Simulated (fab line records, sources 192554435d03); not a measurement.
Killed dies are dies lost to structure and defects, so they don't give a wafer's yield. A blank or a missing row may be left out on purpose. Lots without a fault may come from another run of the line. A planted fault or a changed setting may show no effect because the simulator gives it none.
Chamber matching | flow n5_finfet | N5_BEOL_M3_DESCUM_33 on rie_diel-02: 4 sister chambers
The step chemistry O2, time 7 s. 22 wafers are shown with their chamber, then 11 later ones without.

WAFERS WITH THEIR CHAMBER
wafer  | chamber | showerhead_plenum_p_Torr (Torr) | drypump_motor_current_A (A) | throttle_valve_pct (%)
L076.2 | 1       | 2.15                            | 5.1                         | 20.18
L076.3 | 0       | 2.16                            | 6.4                         | 20.08
L076.4 | 3       | 2.04                            | 6.4                         | 20.16
L078.1 | 2       | 2.03                            | 6.3                         | 20.64
L078.2 | 3       | 2.04                            | 6.4                         | 20.15
L078.4 | 0       | 2.16                            | 6.4                         | 20.08
L079.1 | 1       | 2.15                            | 5.1                         | 20.18
L079.3 | 0       | 2.16                            | 6.4                         | 20.07
L079.4 | 3       | 2.04                            | 6.5                         | 20.16
L080.1 | 2       | 2.03                            | 6.3                         | 20.63
L080.2 | 1       | 2.15                            | 5.0                         | 20.19
L080.5 | 3       | 2.04                            | 6.4                         | 20.17
L081.2 | 0       | 2.16                            | 6.4                         | 20.08
L081.3 | 2       | 2.03                            | 6.3                         | 20.63
L081.6 | 2       | 2.03                            | 6.3                         | 20.65
L082.1 | 0       | 2.16                            | 6.4                         | 20.10
L082.4 | 2       | 2.03                            | 6.3                         | 20.62
L082.5 | 3       | 2.04                            | 6.5                         | 20.18
L083.3 | 3       | 2.04                            | 6.5                         | 20.17
L083.5 | 1       | 2.14                            | 5.1                         | 20.18
L083.6 | 2       | 2.03                            | 6.3                         | 20.64
L088.1 | 3       | 2.04                            | 6.5                         | 20.20

SIGNATURES (means of the wafers above)
reading                  | chamber 0 | chamber 1 | chamber 2 | chamber 3 | scatter within a chamber
showerhead_plenum_p_Torr | 2.1600    | 2.1475    | 2.0300    | 2.0400    | 0.00204
drypump_motor_current_A  | 6.400     | 5.075     | 6.300     | 6.457     | 0.037
throttle_valve_pct       | 20.0820   | 20.1825   | 20.6350   | 20.1700   | 0.0123
Rule: a wafer's distance from a chamber is the root of the sum, over the readings, of the square of ((its reading less the chamber's mean) divided by the reading's scatter). The wafer belongs to the nearest chamber; if the next one is less than 2 further off, it can't be placed. The scatter: the root of (the sum of the squares of (reading less its chamber's mean) over the shown wafers, divided by (wafers less chambers)).

WAFERS WITHOUT THEIR CHAMBER
wafer  | showerhead_plenum_p_Torr (Torr) | drypump_motor_current_A (A) | throttle_valve_pct (%)
L088.2 | 2.15                            | 6.4                         | 20.10
L088.5 | 2.15                            | 6.4                         | 20.09
L091.2 | 2.15                            | 6.4                         | 20.11
L091.3 | 2.02                            | 6.3                         | 20.68
L091.5 | 2.03                            | 6.4                         | 20.19
L096.1 | 2.03                            | 6.4                         | 20.22
L096.2 | 2.14                            | 5.1                         | 19.69
L096.4 | 2.02                            | 6.3                         | 20.68
L097.3 | 2.03                            | 6.4                         | 20.22
L097.4 | 2.14                            | 5.1                         | 19.69
L097.6 | 2.14                            | 5.1                         | 19.71

WHICH CHAMBER EACH WENT THROUGH
wafer  | from the rows above | in truth
L088.2 | 0                   | 0
L088.5 | 0                   | 0
L091.2 | 0                   | 0
L091.3 | 2                   | 2
L091.5 | 3                   | 3
L096.1 | 3                   | 3
L096.2 | 1                   | 1
L096.4 | 2                   | 2
L097.3 | 3                   | 3
L097.4 | 1                   | 1
L097.6 | 1                   | 1
Placed correctly: 11 of 11. Can't be placed from these rows: 0. Placed wrongly: 0.
